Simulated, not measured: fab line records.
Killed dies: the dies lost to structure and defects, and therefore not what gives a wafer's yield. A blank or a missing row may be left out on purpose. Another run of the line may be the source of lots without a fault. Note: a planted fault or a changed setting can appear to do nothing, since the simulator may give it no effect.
Which tool did it?	flow n5_finfet	30 wafers from 10 lots sampled at 5 of the route's 1938 steps

## WHAT THE GAUGES READ, wafer by wafer
N5_BEOL_M4_RC_MEAS_101. Usual: DIBL_N 35.9 mV/V, standard deviation 1.4; DIBL_P 35.9 mV/V, standard deviation 1.7; IOFF_N 0.160 nA/um, standard deviation 0.026; IOFF_P 0.21 nA/um, standard deviation 0.036; ION_N 672 uA/um, standard deviation 11; ION_P 461 uA/um, standard deviation 8.1; SS_N 71.4 mV/dec, standard deviation 0.54; SS_P 73.2 mV/dec, standard deviation 0.67; VT_N 249.3 mV, standard deviation 2.7; VT_P -250 mV, standard deviation 3.9.
lot	measured	on	DIBL_N (mV/V)	DIBL_P (mV/V)	IOFF_N (nA/um)	IOFF_P (nA/um)	ION_N (uA/um)	ION_P (uA/um)	SS_N (mV/dec)	SS_P (mV/dec)	VT_N (mV)	VT_P (mV)	flag
L991	day 9 00:26	prober-01	34.8 36.4 32.5	34.6 37.3 32.9	0.127 0.172 0.114	0.20 0.26 0.19	660 683 669	460 474 470	71.4 71.5 70.7	71.7 73.3 72.3	253.8 250.2 250.5	-248 -246 -247	
L992	day 9 04:48	prober-02	36.3 38.0 36.7	36.2 39.1 35.7	0.161 0.208 0.169	0.22 0.28 0.21	674 682 674	462 465 454	71.1 72.0 71.8	74.1 73.7 73.2	249.6 246.3 250.4	-247 -248 -247	
L994	day 9 14:31	prober-01	37.4 37.1 35.0	35.6 36.0 33.4	0.178 0.178 0.136	0.20 0.21 0.16	674 686 664	456 458 448	71.8 71.6 71.7	73.3 73.6 72.4	247.8 249.2 253.0	-255 -253 -255	
L996	day 9 16:41	prober-01	36.4 36.4 35.4	34.8 35.9 34.2	0.153 0.160 0.147	0.20 0.23 0.20	671 677 670	464 474 465	71.4 71.3 70.6	73.4 73.2 72.6	250.6 248.7 249.6	-250 -247 -246	
L997	day 10 06:41	prober-02	36.4 34.8 36.5	37.4 35.2 36.9	0.167 0.132 0.172	0.19 0.16 0.20	688 673 679	457 456 463	70.5 71.3 70.6	74.0 73.0 73.3	249.1 249.8 248.2	-254 -256 -251	
L104	day 11 15:05	prober-02	34.8 34.5 34.4	35.3 34.6 35.7	0.136 0.142 0.152	0.16 0.16 0.17	656 669 681	454 453 458	71.0 70.9 71.0	73.2 73.3 72.9	249.6 250.4 247.1	-255 -254 -254	
L107	day 12 12:24	prober-01	37.8 34.7 37.3	38.4 34.8 38.4	0.207 0.137 0.178	0.23 0.18 0.23	679 658 672	458 456 459	72.8 71.4 72.2	73.4 72.3 74.3	246.9 250.4 245.6	-248 -252 -248	
L111	day 13 21:41	prober-01	36.2 35.4 34.2	37.0 37.1 34.5	0.186 0.171 0.136	0.23 0.22 0.18	670 690 660	458 465 451	72.1 71.6 71.1	73.9 74.4 72.8	245.1 248.0 251.7	-248 -250 -253	
L109	day 13 21:21	prober-02	36.1 37.1 37.0	34.4 36.0 36.6	0.142 0.142 0.158	0.15 0.17 0.18	664 643 674	450 441 450	70.9 71.9 71.8	72.8 73.1 73.2	249.5 253.3 248.2	-258 -254 -255	
L112	day 14 04:16	prober-02	36.1 35.0 38.2	36.2 35.4 39.4	0.149 0.136 0.190	0.18 0.17 0.24	665 678 675	456 459 462	71.0 70.9 71.5	72.9 73.7 74.2	252.6 253.1 249.5	-253 -255 -248	

## WHICH TOOL RAN EACH LOT (tool, then ch and the chambers of the sampled wafers, then the start)
lot	N5_BEOL_M1_ANNEAL_80	N5_BEOL_M1_SPUTTER_90	N5_BEOL_M1_ANNEAL_91	N5_BEOL_M2_ILD_DEP_00
L991	pvd_sputter-01, day 7 15:20	pvd_sputter-01, day 7 16:08	pvd_sputter-01, day 7 16:13	pecvd-01 ch 0,2, day 7 17:55
L992	pvd_sputter-03, day 7 16:34	pvd_sputter-03, day 7 17:22	pvd_sputter-03, day 7 17:27	pecvd-03 ch 0,1,2, day 7 19:22
L994	pvd_sputter-03, day 7 20:32	pvd_sputter-03, day 7 21:20	pvd_sputter-03, day 7 21:25	pecvd-01 ch 0,2, day 7 23:08
L996	pvd_sputter-01, day 8 08:55	pvd_sputter-01, day 8 09:43	pvd_sputter-01, day 8 09:48	pecvd-04 ch 0,2, day 8 11:29
L997	pvd_sputter-01, day 8 10:46	pvd_sputter-01, day 8 11:34	pvd_sputter-01, day 8 11:38	pecvd-04 ch 0,2, day 8 13:35
L104	pvd_sputter-01, day 10 07:25	pvd_sputter-01, day 10 08:13	pvd_sputter-01, day 10 08:17	pecvd-01 ch 0,2, day 10 10:01
L107	pvd_sputter-02, day 10 21:59	pvd_sputter-02, day 10 22:47	pvd_sputter-02, day 10 22:52	pecvd-01 ch 0,2, day 11 00:34
L111	pvd_sputter-02, day 11 23:35	pvd_sputter-02, day 12 00:23	pvd_sputter-02, day 12 00:28	pecvd-01 ch 0,2, day 12 02:10
L109	pvd_sputter-03, day 12 05:13	pvd_sputter-03, day 12 06:01	pvd_sputter-03, day 12 06:05	pecvd-01 ch 0,1,2, day 12 07:47
L112	pvd_sputter-03, day 12 09:04	pvd_sputter-03, day 12 09:52	pvd_sputter-03, day 12 09:57	pecvd-04 ch 0,1,2, day 12 11:38
- N5_BEOL_M1_ANNEAL_80: time 240 s.
- N5_BEOL_M1_SPUTTER_90: material Cu, target thk 4.5 nm, time 8.29 s.
- N5_BEOL_M1_ANNEAL_91: time 240 s.
- N5_BEOL_M2_ILD_DEP_00: deposits SiOC from DEMS/O2, target thk 79 nm, time 15.3 s.

## AS READ BY THE TOOLS THEMSELVES (means over the sampled wafers that have a number; for cases with no such wafer, the mark the record gives instead)
N5_BEOL_M1_ANNEAL_80. Usual: heater_power_w 790 W, standard deviation 70; susceptor_temp_C 399.99 C, standard deviation 0.21.
lot	tool	heater_power_w (W)	susceptor_temp_C (C)	flag
L991	pvd_sputter-01	786	400.20	
L992	pvd_sputter-03	794	400.13	
L994	pvd_sputter-03	809	400.07	
L996	pvd_sputter-01	774	399.98	
L997	pvd_sputter-01	792	399.89	
L104	pvd_sputter-01	782	399.72	
L107	pvd_sputter-02	749	400.15	
L111	pvd_sputter-02	870	399.68	
L109	pvd_sputter-03	797	400.15	
L112	pvd_sputter-03	754	400.17	

N5_BEOL_M1_SPUTTER_90. Usual: chuck_gas_flow_sccm 1.26 sccm, standard deviation 0.045; susceptor_temp_C -20.02 C, standard deviation 0.11; throttle_valve_pct 30.0 %, standard deviation 1.3.
lot	tool	chuck_gas_flow_sccm (sccm)	susceptor_temp_C (C)	throttle_valve_pct (%)	flag
L991	pvd_sputter-01	1.30	-20.05	29.8	
L992	pvd_sputter-03	1.25	-20.00	30.4	
L994	pvd_sputter-03	1.24	-20.10	31.0	
L996	pvd_sputter-01	1.23	-19.96	29.5	
L997	pvd_sputter-01	1.26	-20.07	29.7	
L104	pvd_sputter-01	1.25	-19.98	30.3	
L107	pvd_sputter-02	1.24	-20.02	30.6	
L111	pvd_sputter-02	1.24	-19.97	28.7	
L109	pvd_sputter-03	1.28	-19.89	29.7	
L112	pvd_sputter-03	1.30	-19.99	30.5	

N5_BEOL_M1_ANNEAL_91. Usual: heater_power_w 789 W, standard deviation 70; susceptor_temp_C 399.99 C, standard deviation 0.24.
lot	tool	heater_power_w (W)	susceptor_temp_C (C)	flag
L991	pvd_sputter-01	784	400.06	
L992	pvd_sputter-03	803	399.82	
L994	pvd_sputter-03	809	400.16	
L996	pvd_sputter-01	773	400.08	
L997	pvd_sputter-01	790	400.00	
L104	pvd_sputter-01	776	400.08	
L107	pvd_sputter-02	747	399.95	
L111	pvd_sputter-02	880	400.24	
L109	pvd_sputter-03	790	399.70	
L112	pvd_sputter-03	752	399.86	

N5_BEOL_M2_ILD_DEP_00. Usual: heater_power_outer_w 261 W, standard deviation 53; heater_power_w 508 W, standard deviation 88; showerhead_plenum_p_Torr 5.687 Torr, standard deviation 0.016; susceptor_temp_C 350.01 C, standard deviation 0.22; throttle_valve_pct 11.9 %, standard deviation 0.45.
lot	tool	heater_power_outer_w (W)	heater_power_w (W)	showerhead_plenum_p_Torr (Torr)	susceptor_temp_C (C)	throttle_valve_pct (%)	flag
L991	pecvd-01	268	513	5.689	350.03	12.1	
L992	pecvd-03	248	480	5.709	349.94	11.9	
L994	pecvd-01	300	554	5.703	350.04	11.7	
L996	pecvd-04	288	567	5.674	350.02	12.1	
L997	pecvd-04	306	599	5.686	347.09	12.1	OFF
L104	pecvd-01	233	463	5.700	350.01	12.1	
L107	pecvd-01	282	539	5.692	350.11	12.0	
L111	pecvd-01	270	515	5.687	350.09	12.1	
L109	pecvd-01	245	472	5.686	350.09	11.9	
L112	pecvd-04	304	586	5.680	350.11	11.9	

## THE ANSWER, worked out from the rows above alone
Rule: lot off if the mean of its wafers having a number is beyond 3 standard deviations from the usual mean. Also off: a lot with no number at a reading for which 4 or more lots have one. Any other lot the step has rows for is counted as sound. Order of review: gauges by route order, followed by the tools' own readings, for which a lot's mean as printed above is used. At the first step where some lot is off, the reading lying furthest off is the one used; lots without a number count as furthest.
Off at N5_BEOL_M2_ILD_DEP_00 (susceptor_temp_C): L997.
If a tool, at that step or one of the process steps before it, ran each lot that is off and ran no sound lot following the first of them, it fits. Not one of the candidates tried fits.

## WHAT THE SIMULATOR HAD INSERTED
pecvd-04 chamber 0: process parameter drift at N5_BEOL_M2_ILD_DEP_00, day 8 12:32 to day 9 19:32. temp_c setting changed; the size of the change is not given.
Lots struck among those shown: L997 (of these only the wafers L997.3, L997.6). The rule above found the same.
